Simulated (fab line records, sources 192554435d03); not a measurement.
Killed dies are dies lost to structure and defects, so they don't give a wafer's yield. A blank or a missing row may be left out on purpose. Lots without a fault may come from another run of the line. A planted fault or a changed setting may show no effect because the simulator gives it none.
fab line records | flow n5_finfet
record lots=5 wafers=15 last_day=14
route steps=1938 shown BEOL_M7@1320 BEOL_M8@1332
lots that met no fault: from a run of the same line without faults
start_h: hours from the record's first day to the start of the lot's first wafer shown | wait_h: hours since the lot's step before | " the same as in the row above | L1.1+2: a row that stands for several wafers | - no value, or no start given | * or withheld: withheld | < > ~ a bound
route shown NAME@n: a module of which the file shows steps, and the number in the route of the first | usual: mean/standard deviation of fault-free wafers | same: alike in all rows | chamber/n: place in a boat | sites: the reading at each site | _std_site: their standard deviation | _edge_site: outer sites' mean less inner sites' | radius_mm: how far each site lies from the wafer's centre | mask NAME#n: copy n | behind: the tool/chamber that last shaped the wafer | hold: why the lot was held/for how many hours/how that ended | device: the transistor (n, p or np) that didn't switch | end of line: the same wafers' tests at the end of the route | a step without rows: its recipe alone | killed: dies lost to structure and defects at the first sort, not the wafer's yield | map: a wafer's dies, x killed, . not, _ none there
set.NAME: the setting as run; set.NAME@STEP: as run at that earlier step | model.NAME: the simulator's own value behind a step, which no gauge read
lots at some steps of the route; a table a step, a row a wafer
services: from which hour (start_h, from the record's first day; less than 0 if before it) a tool's chamber was out of use, for how many hours, and why
## steps
# step N5_BEOL_M7_ALD_77
# recipe material=TaN target_thk_a=20 temp_c=275 ald_precursor_family=PDMAT ald_co_reactant=NH3 pressure_torr=3 carrier_flow_sccm=1500 pulse_time_s=2 purge_time_s=3 co_reactant_purge_time_s=2 co_reactant_pulse_time_s=3 ald_cycles=40 precursor_vessel_temp_c=75 precursor_vessel_pressure_torr=26.25 precursor_vessel_carrier_sccm=1000
# usual heater_power_w=408/29 mfc_carrier_sccm=1500/4 precursor_vessel_temp_c=75.00/0.12
# same pulse_time_s=2
# columns lot.wafer tool chamber start_h wait_h heater_power_w mfc_carrier_sccm precursor_vessel_temp_c
L074.2 ald_metal-04 2 196.96 0.0 375 1502 75.22
L074.3 " 0 " " 425 1501 75.08
L074.6 " 3 " " 375 1509 74.85
L076.1 ald_metal-02 0 205.11 0.1 411 1501 74.80
L076.5 " 2 " " 416 1500 74.75
L076.6 " 1 " " 432 1498 75.10
L078.2 ald_metal-02 3 216.12 0.0 356 1496 74.92
L078.3 " 2 " " 411 1504 74.95
L078.5 " 0 " " 404 1504 74.96
L084.1 ald_metal-02 3 252.98 0.0 367 1500 74.95
L084.4 " 1 " " 417 1498 75.20
L084.5 " 1 " " 430 1506 75.02
L086.2 ald_metal-02 0 259.88 0.3 413 1504 74.90
L086.4 " 1 " " 433 1503 75.31
L086.6 " 2 " " 405 1497 74.90
# step N5_BEOL_M7_SURFACE_TREAT_79
# recipe gas=Ar time_s=* ion_energy_ev=* ion_current_ma_cm2=0.5 pressure_mtorr=* ar_flow_sccm=30
# usual throttle_valve_pct=*
# columns lot.wafer tool chamber start_h wait_h throttle_valve_pct
L074.2 pvd_sputter-01 - 197.29 0.2 *
L074.3 " - " " *
L074.6 " - " " *
L076.1 pvd_sputter-02 - 205.45 0.2 *
L076.5 " - " " *
L076.6 " - " " *
L078.2 pvd_sputter-01 - 216.48 0.2 *
L078.3 " - " " *
L078.5 " - " " *
L084.1 pvd_sputter-01 - 253.33 0.2 *
L084.4 " - " " *
L084.5 " - " " *
L086.2 pvd_sputter-01 - 260.23 0.2 *
L086.4 " - " " *
L086.6 " - " " *
# step N5_BEOL_M7_CVD_78
# recipe material=Co target_thk_a=20 temp_c=withheld precursor=CCTBA/H2 pressure_torr=30 time_s=142.3
# columns lot.wafer tool chamber start_h wait_h
L074.2+3+6 cvd_co-01 0,2,1 197.37 0.1
L076.1+5+6 cvd_co-01 1,2,1 205.81 0.3
L078.2+3+5 cvd_co-02 0,2,2 216.77 0.3
L084.1+4+5 cvd_co-02 0,2,0 253.39 0.0
L086.2+4+6 cvd_co-01 0,2,0 260.29 0.0
# step N5_BEOL_M7_SPUTTER_48
# recipe material=Cu target_thk_a=100 temp_c=-20 bias_v=60 power_w=26000 chamber_pressure_pa=0.13 time_s=1.667
# usual chuck_sensor_temp_C=-16.2/0.68 throttle_valve_pct=30.2/1.1
# columns lot.wafer tool chamber start_h wait_h chuck_sensor_temp_C throttle_valve_pct
L074.2 pvd_sputter-01 - 197.51 0.1 -17.0 31.4
L074.3 " - " " -16.5 28.8
L074.6 " - " " -15.4 29.7
L076.1 pvd_sputter-01 - 206.78 0.9 -15.2 29.8
L076.5 " - " " -15.2 30.0
L076.6 " - " " -17.0 31.6
L078.2 pvd_sputter-03 - 217.92 1.1 -15.9 29.9
L078.3 " - " " -15.2 30.9
L078.5 " - " " -15.7 30.5
L084.1 pvd_sputter-01 - 253.77 0.3 -16.6 28.4
L084.4 " - " " -15.4 30.1
L084.5 " - " " -16.3 30.9
L086.2 pvd_sputter-01 - 260.47 0.1 -16.2 31.2
L086.4 " - " " -15.3 29.8
L086.6 " - " " -16.8 28.6
# step N5_BEOL_M7_ECD_50
# recipe material=Cu target_thk_a=3000
# columns lot.wafer tool chamber start_h wait_h
L074.2+3+6 ecd_cu-02 1 197.63 0.1
L076.1+5+6 ecd_cu-02 0,0,1 206.89 0.1
L078.2+3+5 ecd_cu-02 0,1,1 218.04 0.1
L084.1+4+5 ecd_cu-02 0,1,0 253.88 0.1
L086.2+4+6 ecd_cu-02 0,1,0 260.58 0.1
# step N5_BEOL_M7_ANNEAL_51
# recipe temp_c=225 time_s=90 ambient=N2
# usual wafer_temp_C_max=226.4/0.39
# columns lot.wafer tool chamber start_h wait_h wafer_temp_C_max
L074.2 rtp_anneal-02 0 197.76 0.1 226.2
L074.3 " 0 " " 226.3
L074.6 " 0 " " 226.5
L076.1 rtp_anneal-01 0 207.17 0.3 226.5
L076.5 " 0 " " 226.7
L076.6 " 0 " " 226.5
L078.2 rtp_anneal-02 0 218.18 0.1 226.4
L078.3 " 0 " " 226.2
L078.5 " 0 " " 226.1
L084.1 rtp_anneal-02 0 253.98 0.1 226.2
L084.4 " 0 " " 226.0
L084.5 " 0 " " 226.1
L086.2 rtp_anneal-01 0 260.74 0.1 226.4
L086.4 " 0 " " 226.7
L086.6 " 0 " " 226.5
# step N5_BEOL_M7_CMP_52
# recipe stop_on=SiCOH_lowk t_overpolish_s=6.9 down_force_psi=1 platen_rpm=50 clearing_platen_down_force_psi=1.5 clearing_platen_rpm=50 post_cmp_clean=cu_alkaline target_thk_nm=80 clearing_platen_pad_velocity_m_s=0.99484 pad_velocity_m_s=0.99484
# usual barrier_field_endpoint_s=28.7/0.76 motor_current_A=5.8/0.41 overpolish_run_s=6.901/0.0089 platen_rpm=50.00/0.035 retaining_ring_pressure_frac=1.000/0.005 slurry_flow_ml_min=149.9/0.5 time_to_endpoint_s=61.0/2.9
# columns lot.wafer tool chamber start_h wait_h barrier_field_endpoint_s motor_current_A overpolish_run_s platen_rpm retaining_ring_pressure_frac slurry_flow_ml_min time_to_endpoint_s
L074.3 cmp-02 2 198.05 0.2 28.3 4.9 6.879 49.98 1.007 149.6 61.2
L074.2 " 0 " " 28.0 5.5 6.898 50.03 1.001 150.9 61.6
L074.6 " 1 " " 28.5 6.5 6.891 50.03 0.998 149.6 59.3
L076.1 cmp-02 0 207.52 0.3 28.9 5.5 6.906 49.98 0.992 149.4 60.9
L076.5 " 3 " " 29.8 6.4 6.894 49.97 1.005 150.4 63.2
L076.6 " 0 " " 29.8 5.6 6.901 50.01 0.999 150.2 59.8
L078.3 cmp-04 2 218.51 0.2 30.1 6.1 6.896 50.05 1.003 149.9 64.6
L078.2 " 3 " " 28.8 5.8 6.908 50.07 1.007 150.4 60.3
L078.5 " 0 " " 30.8 5.6 6.896 50.05 0.995 149.3 65.1
L084.1 cmp-01 0 254.27 0.3 28.4 6.1 6.892 50.03 0.999 150.2 57.8
L084.4 " 3 " " 28.7 5.6 6.902 50.03 1.015 150.8 59.6
L084.5 " 0 " " 28.3 5.9 6.909 50.01 0.998 150.3 57.7
L086.2 cmp-02 2 260.99 0.2 29.1 4.9 6.909 50.00 0.995 150.1 63.8
L086.4 " 1 " " 29.4 6.6 6.904 50.03 1.002 149.7 63.4
L086.6 " 2 " " 29.2 5.0 6.897 50.02 0.998 150.4 67.7
# step N5_BEOL_M7_THK_MEAS_53
# recipe thk_meas_gauge=xrf reads=Cu_of_BEOL_M7_ECD_50
# usual M7_THK=78.9/2.3
# columns lot.wafer tool chamber start_h wait_h M7_THK[nm]
L074.2 film_metro-02 - 198.31 - 84.2
L074.3 " - " " 79.6
L074.6 " - " " 79.8
L076.1 film_metro-02 - 207.77 - 78.6
L076.5 " - " " 80.1
L076.6 " - " " 79.4
L078.2 film_metro-02 - 218.73 - 80.6
L078.3 " - " " 76.2
L078.5 " - " " 78.0
L084.1 film_metro-01 - 254.57 - 83.2
L084.4 " - " " 79.0
L084.5 " - " " 78.6
L086.2 film_metro-02 - 261.28 - 78.3
L086.4 " - " " 78.8
L086.6 " - " " 82.8
# step N5_BEOL_M7_PRE_CLEAN_55
# recipe gas=NH3 time_s=15 temp_c=withheld rf_power_w=300
# columns lot.wafer tool chamber start_h wait_h
L074.2+3+6 pecvd-01 1,2,1 198.35 0.0
L076.1+5+6 pecvd-03 1,1,2 207.81 0.0
L078.2+3+5 pecvd-01 2,1,2 218.76 0.0
L084.1+4+5 pecvd-01 1,0,2 254.61 0.0
L086.2+4+6 pecvd-03 0,0,1 261.32 0.0
# step N5_BEOL_M7_DEP_56
# recipe material=SiCN target_thk_a=100 temp_c=withheld precursor=3MS/NH3 pressure_torr=3 rf_w=202 time_s=17.5
# usual showerhead_plenum_p_Torr=3.679/0.014 throttle_valve_pct=9.1/0.54
# columns lot.wafer tool chamber start_h wait_h showerhead_plenum_p_Torr throttle_valve_pct
L074.2 pecvd-01 1 198.37 0.0 3.677 10.4
L074.3 " 2 " " 3.694 8.4
L074.6 " 1 " " 3.676 10.6
L076.1 pecvd-03 1 207.84 0.0 3.668 8.7
L076.5 " 1 " " 3.669 8.8
L076.6 " 2 " " 3.697 8.8
L078.2 pecvd-01 2 218.79 0.0 3.698 8.6
L078.3 " 1 " " 3.676 10.3
L078.5 " 2 " " 3.699 8.4
L084.1 pecvd-01 1 254.63 0.0 3.686 10.3
L084.4 " 0 " " 3.653 8.9
L084.5 " 2 " " 3.704 8.6
L086.2 pecvd-03 0 261.35 0.0 3.685 8.9
L086.4 " 0 " " 3.690 8.6
L086.6 " 1 " " 3.666 8.9
# step N5_BEOL_M7_RS_MEAS_57
# recipe thk_meas_gauge=four-point-probe reads=Cu_of_BEOL_M7_ECD_50+Co_of_BEOL_M7_CVD_78+TaN_of_BEOL_M7_ALD_77
# usual M7_RS=0.290/0.0094
# columns lot.wafer tool chamber start_h wait_h M7_RS[ohm/sq]
L074.2 film_metro-01 - 198.44 0.1 0.271
L074.3 " - " " 0.290
L074.6 " - " " 0.289
L076.1 film_metro-02 - 207.90 0.1 0.292
L076.5 " - " " 0.287
L076.6 " - " " 0.291
L078.2 film_metro-01 - 218.86 0.1 0.286
L078.3 " - " " 0.304
L078.5 " - " " 0.297
L084.1 film_metro-01 - 254.70 0.1 0.269
L084.4 " - " " 0.285
L084.5 " - " " 0.287
L086.2 film_metro-01 - 261.65 0.3 0.291
L086.4 " - " " 0.290
L086.6 " - " " 0.272
# step N5_BEOL_M7_INSPECT_58
# recipe inspect_instrument=darkfield mode=post_dep
# usual raw_defect_count=68/23
# columns lot.wafer tool chamber start_h wait_h raw_defect_count
L074.2 defect_inspect-02 - 198.47 0.0 50
L074.3 " - " " 46
L074.6 " - " " 53
L076.1 defect_inspect-01 - 207.93 0.0 49
L076.5 " - " " 55
L076.6 " - " " 40
L078.2 defect_inspect-02 - 218.88 0.0 34
L078.3 " - " " 70
L078.5 " - " " 59
L084.1 defect_inspect-02 - 254.73 0.0 83
L084.4 " - " " 51
L084.5 " - " " 79
L086.2 defect_inspect-02 - 261.67 0.0 73
L086.4 " - " " 67
L086.6 " - " " 79
# step N5_BEOL_M8_ILD_DEP_00
# recipe material=SiCOH_lowk target_thk_a=1797.5 temp_c=300 precursor=DEMS/porogen pressure_torr=5 rf_w=500 time_s=33.4
# usual heater_power_w=320/50 showerhead_plenum_p_Torr=5.747/0.022 throttle_valve_pct=13.6/0.44
# columns lot.wafer tool chamber start_h wait_h heater_power_w showerhead_plenum_p_Torr throttle_valve_pct
L074.2 pecvd-03 1 198.51 0.0 296 5.743 13.5
L074.3 " 0 " " 414 5.765 13.1
L074.6 " 2 " " 266 5.771 13.5
L076.1 pecvd-03 2 207.97 0.0 340 5.764 13.4
L076.5 " 2 " " 345 5.776 13.2
L076.6 " 1 " " 261 5.748 13.1
L078.2 pecvd-02 0 218.92 0.0 332 5.708 13.7
L078.3 " 1 " " 254 5.703 13.5
L078.5 " 2 " " 302 5.727 14.2
L084.1 pecvd-03 2 254.76 0.0 274 5.782 13.4
L084.4 " 2 " " 276 5.779 13.4
L084.5 " 0 " " 397 5.754 13.2
L086.2 pecvd-02 0 261.71 0.0 321 5.729 13.5
L086.4 " 1 " " 264 5.714 13.6
L086.6 " 1 " " 256 5.736 13.6
# step N5_BEOL_M8_CURE_74
# recipe temp_c=385 time_s=240 ambient=He/Ar material=SiCOH_lowk
# usual lamp_power_pct=52.31/0.056 wafer_temp_C_max=386.7/0.71
# columns lot.wafer tool chamber start_h wait_h lamp_power_pct wafer_temp_C_max
L074.2 uv_cure-01 1 198.65 0.1 52.36 386.6
L074.3 " 1 " " 52.42 386.8
L074.6 " 1 " " 52.27 386.5
L076.1 uv_cure-01 1 208.03 0.0 52.27 386.4
L076.5 " 1 " " 52.25 386.6
L076.6 " 1 " " 52.25 386.5
L078.2 uv_cure-02 0 219.06 0.1 52.24 386.7
L078.3 " 0 " " 52.35 386.9
L078.5 " 0 " " 52.35 386.8
L084.1 uv_cure-03 2 254.83 0.0 52.28 386.2
L084.4 " 2 " " 52.37 386.4
L084.5 " 2 " " 52.34 386.9
L086.2 uv_cure-03 1 261.88 0.1 52.37 386.1
L086.4 " 1 " " 52.35 386.3
L086.6 " 1 " " 52.43 385.9
# step N5_BEOL_M8_THK_MEAS_01
# recipe reads=SiCOH_lowk_of_BEOL_M8_ILD_DEP_00
# usual M8_ILD_THK=154.7/1.8
# columns lot.wafer tool chamber start_h wait_h M8_ILD_THK[nm]
L074.2 film_metro-01 - 199.08 0.4 151.4
L074.3 " - " " 153.9
L074.6 " - " " 154.6
L076.1 film_metro-01 - 208.54 0.4 155.5
L076.5 " - " " 157.4
L076.6 " - " " 156.0
L078.2 film_metro-01 - 219.50 0.4 152.1
L078.3 " - " " 154.1
L078.5 " - " " 157.9
L084.1 film_metro-02 - 255.34 0.4 151.9
L084.4 " - " " 155.3
L084.5 " - " " 155.2
L086.2 film_metro-01 - 262.31 0.4 151.1
L086.4 " - " " 155.4
L086.6 " - " " 157.4
# step N5_BEOL_M8_PECVD_70
# recipe material=SiO2 target_thk_a=200 temp_c=400 precursor=TEOS/O2 pressure_torr=5.5 rf_w=450 teos_flow_sccm=53.8 gas=O2 flow_sccm=3000 time_s=22.7
# usual heater_power_w=738/92 showerhead_plenum_p_Torr=8.83/0.074 throttle_valve_pct=22.2/0.74
# columns lot.wafer tool chamber start_h wait_h heater_power_w showerhead_plenum_p_Torr throttle_valve_pct
L074.2 pecvd-04 1 199.12 0.0 889 8.94 23.9
L074.3 " 2 " " 745 8.78 21.9
L074.6 " 2 " " 766 8.79 22.0
L076.1 pecvd-04 0 208.58 0.0 697 8.77 22.0
L076.5 " 1 " " 843 8.90 23.8
L076.6 " 0 " " 699 8.79 21.9
L078.2 pecvd-04 1 219.54 0.0 842 8.90 23.7
L078.3 " 0 " " 594 8.80 22.1
L078.5 " 1 " " 815 8.92 23.9
L084.1 pecvd-03 2 255.38 0.0 750 8.94 21.7
L084.4 " 2 " " 755 8.92 21.6
L084.5 " 0 " " 780 8.89 21.4
L086.2 pecvd-04 2 262.35 0.0 786 8.79 21.7
L086.4 " 0 " " 639 8.79 22.1
L086.6 " 2 " " 765 8.77 21.8
# step N5_BEOL_M8_HM_DEP_02
# recipe material=TiN target_thk_a=200 temp_c=25 chamber_pressure_pa=0.49996
# usual throttle_valve_pct=30.2/1.1
# columns lot.wafer tool chamber start_h wait_h throttle_valve_pct
L074.2 pvd_sputter-01 - 200.69 1.5 29.8
L074.3 " - " " 30.8
L074.6 " - " " 29.6
L076.1 pvd_sputter-01 - 211.32 2.7 29.8
L076.5 " - " " 28.6
L076.6 " - " " 31.5
L078.2 pvd_sputter-02 - 220.26 0.7 31.2
L078.3 " - " " 27.7
L078.5 " - " " 31.1
L084.1 pvd_sputter-01 - 256.09 0.7 30.8
L084.4 " - " " 28.7
L084.5 " - " " 29.8
L086.2 pvd_sputter-01 - 264.24 1.9 31.7
L086.4 " - " " 30.8
L086.6 " - " " 31.6
# step N5_BEOL_M8_COAT_59
# recipe resist=SOC temp_c=250 time_s=60 spin_rpm=1500 resist_thk_nm=100
# columns lot.wafer tool chamber start_h wait_h
L074.2+3+6 litho_track-05 0 200.82 0.1
L076.1+5+6 litho_track-05 0 211.45 0.1
L078.2+3+5 litho_track-01 0 220.39 0.1
L084.1+4+5 litho_track-02 0 256.21 0.1
L086.2+4+6 litho_track-02 0 264.37 0.1
# step N5_BEOL_M8_COAT_60
# recipe resist=SiARC temp_c=220 time_s=60 spin_rpm=1500 resist_thk_nm=35
# columns lot.wafer tool chamber start_h wait_h
L074.2+3+6 litho_track-05 0 - -
L076.1+5+6 litho_track-05 0 - -
L078.2+3+5 litho_track-01 0 - -
L084.1+4+5 litho_track-02 0 - -
L086.2+4+6 litho_track-02 0 - -
# step N5_BEOL_M8_COAT_05
# recipe resist=CAR-ArF spin_rpm=1500 resist_thk_nm=90
# columns lot.wafer tool chamber start_h wait_h
L074.2+3+6 litho_track-05 0 - -
L076.1+5+6 litho_track-05 0 - -
L078.2+3+5 litho_track-01 0 - -
L084.1+4+5 litho_track-02 0 - -
L086.2+4+6 litho_track-02 0 - -
# step N5_BEOL_M8_EBR_07
# recipe solvent=PGMEA ebr_width_mm=1.5
# columns lot.wafer tool chamber start_h wait_h
L074.2+3+6 litho_track-05 0 - -
L076.1+5+6 litho_track-05 0 - -
L078.2+3+5 litho_track-01 0 - -
L084.1+4+5 litho_track-02 0 - -
L086.2+4+6 litho_track-02 0 - -
# step N5_BEOL_M8_SOFTBAKE_06
# recipe temp_c=110 time_s=60 resist=CAR-ArF
# columns lot.wafer tool chamber start_h wait_h
L074.2+3+6 litho_track-05 0 - -
L076.1+5+6 litho_track-05 0 - -
L078.2+3+5 litho_track-01 0 - -
L084.1+4+5 litho_track-02 0 - -
L086.2+4+6 litho_track-02 0 - -
# step N5_BEOL_M8_EXPOSE_08
# recipe mask_id=M8 na=1.35 source_shape=dipole sigma_inner=0.817 sigma_outer=0.97 polarization=te dose_mj=68.25
# usual reticle_temp_C=23.00/0.11
# columns lot.wafer tool chamber start_h wait_h mask reticle_temp_C
L074.2 arfi_scanner-03 0 200.94 - M8#0 23.01
L074.3 " 0 " " M8#0 22.92
L074.6 " 0 " " M8#0 22.96
L076.1 arfi_scanner-01 0 211.69 - M8#0 22.91
L076.5 " 0 " " M8#0 22.89
L076.6 " 0 " " M8#0 23.11
L078.2 arfi_scanner-02 0 220.63 - M8#0 22.83
L078.3 " 0 " " M8#0 22.88
L078.5 " 0 " " M8#0 22.96
L084.1 arfi_scanner-02 0 256.33 - M8#0 22.96
L084.4 " 0 " " M8#0 23.07
L084.5 " 0 " " M8#0 23.12
L086.2 arfi_scanner-01 0 264.62 - M8#0 22.94
L086.4 " 0 " " M8#0 23.09
L086.6 " 0 " " M8#0 23.12
# step N5_BEOL_M8_PEB_09
# recipe peb_temp_c=withheld peb_time_s=60 resist=CAR-ArF
# columns lot.wafer tool chamber start_h wait_h
L074.2+3+6 litho_track-01 0 201.00 0.0
L076.1+5+6 litho_track-05 0 211.75 0.1
L078.2+3+5 litho_track-02 0 220.69 0.0
L084.1+4+5 litho_track-02 0 256.39 0.1
L086.2+4+6 litho_track-02 0 264.67 0.0
# step N5_BEOL_M8_DEVELOP_10
# recipe develop_time_s=30 developer=TMAH resist=CAR-ArF rinse_liquid=diw dry=air_spin dev_temp_c=23
# usual developer_temp_C=22.98/0.1
# columns lot.wafer tool chamber start_h wait_h developer_temp_C
L074.2 litho_track-01 0 - - 23.03
L074.3 " 0 " " 23.24
L074.6 " 0 " " 23.14
L076.1 litho_track-05 0 - - 22.94
L076.5 " 0 " " 22.98
L076.6 " 0 " " 23.02
L078.2 litho_track-02 0 - - 23.06
L078.3 " 0 " " 22.92
L078.5 " 0 " " 22.89
L084.1 litho_track-02 0 - - 22.96
L084.4 " 0 " " 23.04
L084.5 " 0 " " 22.98
L086.2 litho_track-02 0 - - 22.99
L086.4 " 0 " " 23.01
L086.6 " 0 " " 23.02
# step N5_BEOL_M8_CD_MEAS_11
# recipe target_cd_nm=38.5 landing_energy_ev=500 detector=se_inlens polarity=opening
# usual cd_nm=38.2/0.48
# columns lot.wafer tool chamber start_h wait_h cd_nm
L074.2 cd_sem-03 0 201.06 - 39.3
L074.3 " 0 " " 38.3
L074.6 " 0 " " 38.4
L076.1 cd_sem-03 0 211.82 - 38.5
L076.5 " 0 " " 38.3
L076.6 " 0 " " 38.8
L078.2 cd_sem-01 0 220.76 - 38.0
L078.3 " 0 " " 38.1
L078.5 " 0 " " 38.1
L084.1 cd_sem-01 0 256.46 - 38.4
L084.4 " 0 " " 37.7
L084.5 " 0 " " 38.9
L086.2 cd_sem-03 0 264.74 - 38.5
L086.4 " 0 " " 37.8
L086.6 " 0 " " 37.6
# step N5_BEOL_M8_OVL_MEAS_12
# recipe points_per_wafer=44
# usual M8_OVL=-0.3/0.79
# columns lot.wafer tool chamber start_h wait_h M8_OVL[nm]
L074.2 overlay-01 0 201.09 0.0 -1.4
L074.3 " 0 " " -0.2
L074.6 " 0 " " -1.5
L076.1 overlay-02 0 211.85 0.0 1.0
L076.5 " 0 " " -0.9
L076.6 " 0 " " 0.0
L078.2 overlay-01 0 220.79 0.0 -0.7
L078.3 " 0 " " -0.2
L078.5 " 0 " " 1.0
L084.1 overlay-02 0 256.49 0.0 -1.0
L084.4 " 0 " " 0.0
L084.5 " 0 " " -0.2
L086.2 overlay-02 0 264.77 0.0 -0.8
L086.4 " 0 " " -0.5
L086.6 " 0 " " -0.3
# step N5_BEOL_M8_INSPECT_13
# recipe mode=adi inspect_instrument=brightfield
# usual raw_defect_count=384/85
# columns lot.wafer tool chamber start_h wait_h raw_defect_count
L074.2 defect_inspect-02 - 201.12 0.0 189
L074.3 " - " " 240
L074.6 " - " " 185
L076.1 defect_inspect-02 - 211.87 0.0 407
L076.5 " - " " 398
L076.6 " - " " 387
L078.2 defect_inspect-02 - 220.81 0.0 238
L078.3 " - " " 392
L078.5 " - " " 340
L084.1 defect_inspect-02 - 256.51 0.0 450
L084.4 " - " " 328
L084.5 " - " " 398
L086.2 defect_inspect-02 - 264.79 0.0 463
L086.4 " - " " 493
L086.6 " - " " 498
# step N5_BEOL_M8_DESCUM_16
# recipe chemistry=O2 time_s=7.9 source_power_w=50 bias_power_w=20 pressure_mtorr=20 rf_frequency_hz=2.712e+07 temp_c=40 resist=CAR-ArF o2_flow_sccm=225
# usual drypump_motor_current_A=5.8/0.59 oes_product_au=0.80/0.081 rf_vpp_V=242.7/1.3 showerhead_plenum_p_Torr=2.06/0.064 throttle_valve_pct=20.36/0.26
# columns lot.wafer tool chamber start_h wait_h drypump_motor_current_A oes_product_au rf_hours_counter_h rf_vpp_V showerhead_plenum_p_Torr throttle_valve_pct
L074.2 rie_diel-05 0 201.15 0.0 6.0 0.77 142 242.4 2.00 20.22
L074.3 " 1 " " 6.4 0.90 45 243.2 2.05 20.29
L074.6 " 2 " " 6.6 0.71 - 241.8 2.09 20.65
L076.1 rie_diel-06 3 211.91 0.0 6.4 0.72 192 245.1 2.17 20.63
L076.5 " 3 " " 6.4 0.71 - 243.4 2.17 20.65
L076.6 " 1 " " 5.9 0.95 - 246.7 2.24 20.11
L078.2 rie_diel-02 0 220.87 0.1 5.0 0.86 61 242.8 2.06 20.41
L078.3 " 2 " " 6.2 0.76 105 242.2 2.03 20.47
L078.5 " 1 " " 5.5 0.83 - 242.5 2.04 19.94
L084.1 rie_diel-06 1 256.55 0.0 5.9 0.92 30 245.2 2.23 20.15
L084.4 " 3 " " 6.4 0.70 209 243.1 2.16 20.68
L084.5 " 2 " " 6.2 0.88 - 242.6 2.05 20.48
L086.2 rie_diel-06 0 264.83 0.0 4.9 0.68 243 242.0 1.97 20.93
L086.4 " 1 " " 5.9 0.91 33 245.8 2.23 20.12
L086.6 " 1 " " 5.9 0.90 - 245.8 2.23 20.14
# step N5_BEOL_M8_ETCH_61
# recipe chemistry=CF4 target=SiARC target_depth_a=455 mask_material=CAR-ArF time_s=75.8 ion_energy_ev=80 pressure_mtorr=40 source_w=545 bias_w=36 Ar_flow_sccm=100 cf4_flow_sccm=100 ends=cleared
# usual drypump_motor_current_A=5.8/0.59 etch_rf_on_time_s=75.6/2.2 oes_product_au=0.68/0.07 rf_vpp_V=183.7/1.1 showerhead_plenum_p_Torr=2.11/0.061 throttle_valve_pct=15.51/0.26
# columns lot.wafer tool chamber start_h wait_h drypump_motor_current_A etch_rf_on_time_s oes_product_au rf_hours_counter_h rf_vpp_V showerhead_plenum_p_Torr throttle_valve_pct
L074.2 rie_diel-05 0 201.18 0.0 6.0 76.4 0.65 142 184.4 2.05 15.45
L074.3 " 1 " " 6.4 73.7 0.77 45 183.6 2.10 15.48
L074.6 " 2 " " 6.6 76.6 0.60 - 184.9 2.12 15.75
L076.1 rie_diel-06 3 211.94 0.0 6.4 78.7 0.61 192 185.4 2.21 15.77
L076.5 " 3 " " 6.4 78.5 0.61 - 185.3 2.21 15.77
L076.6 " 1 " " 5.9 75.6 0.82 - 186.0 2.28 15.23
L078.2 rie_diel-02 0 220.90 0.0 5.1 73.6 0.75 61 183.7 2.09 15.38
L078.3 " 2 " " 6.2 75.6 0.66 105 183.7 2.08 15.67
L078.5 " 1 " " 5.5 76.0 0.72 - 184.0 2.09 15.14
L084.1 rie_diel-06 1 256.58 0.0 5.9 74.7 0.77 30 185.7 2.27 15.25
L084.4 " 3 " " 6.5 78.0 0.60 209 183.8 2.20 15.79
L084.5 " 2 " " 6.2 73.6 0.75 - 182.9 2.10 15.59
L086.2 rie_diel-06 0 264.86 0.0 4.9 73.1 0.60 243 183.8 2.02 16.09
L086.4 " 1 " " 5.9 74.1 0.78 33 185.2 2.27 15.27
L086.6 " 1 " " 5.9 74.9 0.77 - 185.0 2.27 15.26
# step N5_BEOL_M8_ETCH_62
# recipe chemistry=N2/H2 target=SOC target_depth_a=1100 overetch_a=220 mask_material=SiARC temp_c=40 time_s=165 ion_energy_ev=200 pressure_mtorr=30 source_w=840 bias_w=150 n2_flow_sccm=200 h2_flow_sccm=200
# usual drypump_motor_current_A=5.8/0.59 oes_product_au=0.68/0.064 rf_vpp_V=522.7/2.4 showerhead_plenum_p_Torr=2.50/0.075 throttle_valve_pct=17.7/0.34
# columns lot.wafer tool chamber start_h wait_h drypump_motor_current_A oes_product_au rf_hours_counter_h rf_vpp_V showerhead_plenum_p_Torr throttle_valve_pct
L074.2 rie_diel-05 0 201.24 0.0 6.0 0.65 142 521.6 2.46 17.8
L074.3 " 1 " " 6.4 0.76 45 521.7 2.47 17.5
L074.6 " 2 " " 6.6 0.60 - 524.2 2.52 18.1
L076.1 rie_diel-06 3 212.00 0.0 6.4 0.61 192 525.8 2.65 18.2
L076.5 " 3 " " 6.4 0.62 - 526.9 2.65 18.2
L076.6 " 1 " " 5.9 0.80 - 527.8 2.69 17.2
L078.2 rie_diel-02 0 220.96 0.0 5.0 0.73 61 521.4 2.49 17.8
L078.3 " 2 " " 6.2 0.66 105 521.3 2.46 17.9
L078.5 " 1 " " 5.5 0.72 - 520.9 2.47 17.3
L084.1 rie_diel-06 1 256.64 0.0 5.9 0.77 30 528.9 2.68 17.3
L084.4 " 3 " " 6.5 0.60 209 526.1 2.64 18.2
L084.5 " 2 " " 6.2 0.73 - 520.9 2.48 17.7
L086.2 rie_diel-06 0 264.92 0.0 4.9 0.59 243 518.9 2.41 18.4
L086.4 " 1 " " 5.9 0.76 33 528.6 2.68 17.3
L086.6 " 1 " " 5.9 0.77 - 528.7 2.68 17.3
# step N5_BEOL_M8_STRIP_68
# recipe chemistry=N2/H2 temp_c=40 n2_flow_sccm=200 h2_flow_sccm=200 rf_frequency_hz=6e+07
# columns lot.wafer tool chamber start_h wait_h
L074.2+3+6 rie_diel-05 0,1,2 201.38 0.1
L076.1+5+6 rie_diel-06 3,3,1 212.14 0.1
L078.2+3+5 rie_diel-02 0,2,1 221.09 0.1
L084.1+4+5 rie_diel-06 1,3,2 256.77 0.1
L086.2+4+6 rie_diel-06 0,1,1 265.05 0.1
## services
# columns tool chamber start_h hours kind
arfi_scanner-03 - 175.30 1.3 pm
arfi_scanner-01 - 183.17 4.9 pm
pecvd-02 - 184.99 27.0 repair
uv_cure-01 - 186.94 2.8 pm
cmp-04 - 191.97 1.2 repair
rie_diel-06 2 197.89 1.5 repair
rie_diel-02 1 198.27 1.6 repair
uv_cure-02 - 198.27 0.5 repair
ald_metal-02 - 199.93 1.4 repair
arfi_scanner-02 - 202.62 1.3 pm
cmp-01 - 204.30 4.0 pm
arfi_scanner-03 - 205.80 6.0 pm
rie_diel-06 0 220.63 6.6 repair
uv_cure-01 - 222.49 1.4 repair
rie_diel-02 - 229.71 0.5 repair
arfi_scanner-02 - 229.76 0.5 repair
ald_metal-02 - 229.87 1.3 repair
cvd_co-01 2 231.54 18.0 repair
arfi_scanner-01 - 234.10 1.3 pm
cmp-02 - 235.02 4.0 pm
ald_metal-02 1 236.96 4.1 repair
arfi_scanner-02 - 246.11 1.0 pm
rie_diel-05 0 258.19 9.4 repair
rie_diel-02 0 264.49 9.9 repair
## key
fault none
